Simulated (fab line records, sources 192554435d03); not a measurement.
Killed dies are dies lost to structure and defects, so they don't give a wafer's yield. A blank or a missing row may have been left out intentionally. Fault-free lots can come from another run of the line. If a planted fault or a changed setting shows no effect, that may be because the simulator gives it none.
Matching of chambers || flow n5_finfet || 4 sister chambers for N5_HKMG_FIN_ALD_74 on ald_hk-01
The step deposits La2O3, target thk 0.5 nm, pulse time 6 s, co reactant pulse time 1 s. 4 wafers are shown with their chamber, then 12 later ones without.

== WAFERS, EACH WITH ITS CHAMBER ==
{"wafer": "L090.3", "chamber": 3, "heater_power_w (W)": 323}
{"wafer": "L093.1", "chamber": 2, "heater_power_w (W)": 345}
{"wafer": "L093.3", "chamber": 0, "heater_power_w (W)": 295}
{"wafer": "L093.5", "chamber": 1, "heater_power_w (W)": 357}

== WAFERS WITH NO CHAMBER GIVEN ==
{"wafer": "L094.1", "heater_power_w (W)": 345}
{"wafer": "L094.2", "heater_power_w (W)": 342}
{"wafer": "L094.5", "heater_power_w (W)": 288}
{"wafer": "L096.1", "heater_power_w (W)": 349}
{"wafer": "L096.2", "heater_power_w (W)": 361}
{"wafer": "L096.3", "heater_power_w (W)": 285}
{"wafer": "L096.4", "heater_power_w (W)": 336}
{"wafer": "L096.5", "heater_power_w (W)": 343}
{"wafer": "L096.6", "heater_power_w (W)": 355}
{"wafer": "L097.2", "heater_power_w (W)": 343}
{"wafer": "L097.3", "heater_power_w (W)": 288}
{"wafer": "L097.4", "heater_power_w (W)": 352}

== CHAMBER TAKEN BY EACH ==
{"wafer": "L094.1", "from the rows above": 2, "in truth": 2}
{"wafer": "L094.2", "from the rows above": 2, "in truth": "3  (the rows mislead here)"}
{"wafer": "L094.5", "from the rows above": 0, "in truth": 0}
{"wafer": "L096.1", "from the rows above": "can't be placed: 2 or 1", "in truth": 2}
{"wafer": "L096.2", "from the rows above": 1, "in truth": 1}
{"wafer": "L096.3", "from the rows above": 0, "in truth": 0}
{"wafer": "L096.4", "from the rows above": "can't be placed: 2 or 3", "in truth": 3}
{"wafer": "L096.5", "from the rows above": 2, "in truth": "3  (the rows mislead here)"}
{"wafer": "L096.6", "from the rows above": "can't be placed: 1 or 2", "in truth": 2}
{"wafer": "L097.2", "from the rows above": 2, "in truth": 2}
{"wafer": "L097.3", "from the rows above": 0, "in truth": 0}
{"wafer": "L097.4", "from the rows above": "can't be placed: 1 or 2", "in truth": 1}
Placed correctly: 6 of 12. Cannot be placed on the basis of these rows: 4; the candidates contain the true chamber in 4. Number placed wrongly: 2.
How it was worked out, from the rows above alone: a wafer's distance from a chamber is the root of the sum, over the readings, of the square of ((its reading less the chamber's mean) divided by the reading's scatter). The wafer belongs to the nearest chamber; if the next one is less than 2 further off, it can't be placed. For every chamber, the mean is computed from those of its wafers that are shown. The scatter (one wafer shown for each chamber): square how far every hidden wafer sits from the nearest shown wafer, average those squares and take the square root.
